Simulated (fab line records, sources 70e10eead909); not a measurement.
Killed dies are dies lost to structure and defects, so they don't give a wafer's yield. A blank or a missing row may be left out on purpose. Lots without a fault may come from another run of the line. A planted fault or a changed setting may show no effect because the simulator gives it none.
A struck lot beside a sound one | flow nand_harc | 18 steps out of a route of 1302
Sound: wafers L378.3, L378.4, L378.5. Struck: wafers L392.2, L392.5, L392.6. The cause comes at the end.
At each step with rows: each side's tool, then ch and its chambers, then its first start. Under that, the readings that differ: sound wafers | struck wafers | difference of the means | sigmas: that difference in standard deviations of wafers without a fault.
alike: readings whose means differ by less than 2 such deviations, and words and numbers that are the same on both sides. not compared: withheld readings, readings that some wafer has no value for, bounds like >300 that may hide the same value, and numbers for which the record gives no deviation and whose values overlap.
The two part at a step that has a row with sigmas, a row that says differs or no value, or rows on one side only. Numbers that don't overlap but have no deviation are shown without sigmas and don't part them. A reading that every wafer of one side lacks parts them only if that side has two wafers or more.

NHARC_P_GATE_CD_MEAS_46: target cd 720 nm.
  sound on cd_sem-01 ch 0, day 5 17:11; struck on cd_sem-03 ch 0, day 11 14:16
  alike: cd_nm
then, 1 step without rows for these wafers: NHARC_P_GATE_HARDBAKE_47 (time 80 s).
NHARC_P_GATE_DESCUM_48: chemistry O2, time 3 s.
  sound on rie_diel-09 ch 1,2, day 5 17:20; struck on rie_diel-04 ch 0,3, day 11 14:26
  alike: drypump_motor_current_A, oes_product_au, rf_vpp_V, showerhead_plenum_p_Torr, throttle_valve_pct
  not compared: rf_hours_counter_h
then, 1 step without rows for these wafers: NHARC_P_GATE_IMPLANT_49.
NHARC_P_GATE_STRIP_111: strips in N2/H2, time 250 s.
  sound on plasma_asher-02 ch 0,1, day 5 17:49; struck on plasma_asher-01 ch 0,1, day 11 15:01
  reading            | sound    | struck     | difference | sigmas
  heater_power_w (W) | 88 81 86 | 100 101 98 | +15        | +2
  alike: drypump_motor_current_A, temp_c
  not compared: rf_hours_counter_h
NHARC_P_GATE_STRIP_75: strips in O2.
  sound on plasma_asher-02 ch 0,1, day 5 18:02; struck on plasma_asher-01 ch 0,1, day 11 15:19
  reading            | sound       | struck      | difference | sigmas
  heater_power_w (W) | 326 308 319 | 377 376 356 | +52        | +2
  alike: drypump_motor_current_A, temp_c
  not compared: rf_hours_counter_h
then, 6 steps without rows for these wafers: NHARC_P_GATE_STRIP_50 (strips in SPM, time 900 s); NHARC_P_GATE_DEHYDRATE_51 (time 120 s); NHARC_P_GATE_HMDS_52 (time 30 s); NHARC_P_GATE_COAT_53; NHARC_P_GATE_SOFTBAKE_54 (time 95 s); NHARC_P_GATE_EBR_55.
NHARC_P_GATE_EXPOSE_56: exposes mask P PSD, target cd 720 nm.
  sound on krf_scanner-01 ch 0, day 5 18:49; struck on krf_scanner-04 ch 0, day 11 16:05
  reading | sound                   | struck                           | difference | sigmas
  mask    | P_PSD#0 P_PSD#0 P_PSD#0 | P_PSD_R1#0 P_PSD_R1#0 P_PSD_R1#0 | differs    |
then, 2 steps without rows for these wafers: NHARC_P_GATE_PEB_57 (peb time 85 s); NHARC_P_GATE_DEVELOP_58 (time 70 s).
NHARC_P_GATE_CD_MEAS_59: target cd 720 nm.
  sound on cd_sem-03 ch 0, day 5 18:58; struck on cd_sem-03 ch 0, day 11 16:14
  reading    | sound             | struck            | difference | sigmas
  cd_nm (nm) | 722.6 720.1 719.4 | 780.3 779.6 779.7 | +59.2      | +46
then, 1 step without rows for these wafers: NHARC_P_GATE_HARDBAKE_60 (time 80 s).
-- the record jumps here: 19 days lie between the struck wafers' starts before and after (it left off in module P_GATE and takes up again in module END, whose first step shown is number 1302 of the route) --
NHARC_END_SORT_01:
  the record has rows for the struck wafers here (prober-01 ch 0, day 30 18:10) and none for the sound ones

WHERE THEY PART
First at NHARC_P_GATE_STRIP_111; last, within this record, at NHARC_END_SORT_01.

WHY: what the simulator had put in
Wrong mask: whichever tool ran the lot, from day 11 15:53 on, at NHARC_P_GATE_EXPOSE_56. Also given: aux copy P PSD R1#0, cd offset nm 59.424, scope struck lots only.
